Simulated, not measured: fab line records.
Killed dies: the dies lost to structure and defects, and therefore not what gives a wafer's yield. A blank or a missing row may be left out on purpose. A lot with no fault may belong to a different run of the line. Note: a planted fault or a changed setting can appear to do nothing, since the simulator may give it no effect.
Chamber matching	flow nand harc	NHARC_P_M2_DEP_33 on pecvd-01: 3 sister chambers
The step deposits SiCN, target thk 30 nm. 3 wafers are shown with their chamber, then 10 later ones without.

WAFERS WITH THEIR CHAMBER
wafer	chamber	heater power w (W)
L084.6	1	723
L089.1	2	493
L089.3	0	477

WAFERS MISSING THEIR CHAMBER
wafer	heater power w (W)
L089.6	487
L090.3	543
L090.4	473
L090.5	538
L091.3	501
L091.5	707
L091.6	500
L097.1	613
L097.5	464
L097.6	646

WHICH CHAMBER EACH ONE RAN IN
wafer	from the rows above	in truth
L089.6	can't be placed: 2 or 0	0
L090.3	can't be placed: 2 or 0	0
L090.4	can't be placed: 0 or 2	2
L090.5	can't be placed: 2 or 0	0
L091.3	can't be placed: 2 or 0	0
L091.5	1	1
L091.6	can't be placed: 2 or 0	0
L097.1	can't be placed: 1 or 2 or 0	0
L097.5	can't be placed: 0 or 2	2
L097.6	can't be placed: 1 or 2 or 0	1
Correct placement for 1 of the 10. Cannot be placed on the basis of these rows: 9; the candidates contain the true chamber in 9. Wrongly placed: 0.
How it was worked out, from the rows above alone: a wafer's distance from a chamber is the root of the sum, over the readings, of the square of ((its reading less the chamber's mean) divided by the reading's scatter). If the next closest chamber is less than 2 further off than the closest, the wafer can't be placed; otherwise it belongs to the closest. Each chamber's mean is taken over the wafers shown for it. The scatter: root of mean squared gap, hidden wafer to nearest shown wafer, with one shown wafer a chamber.
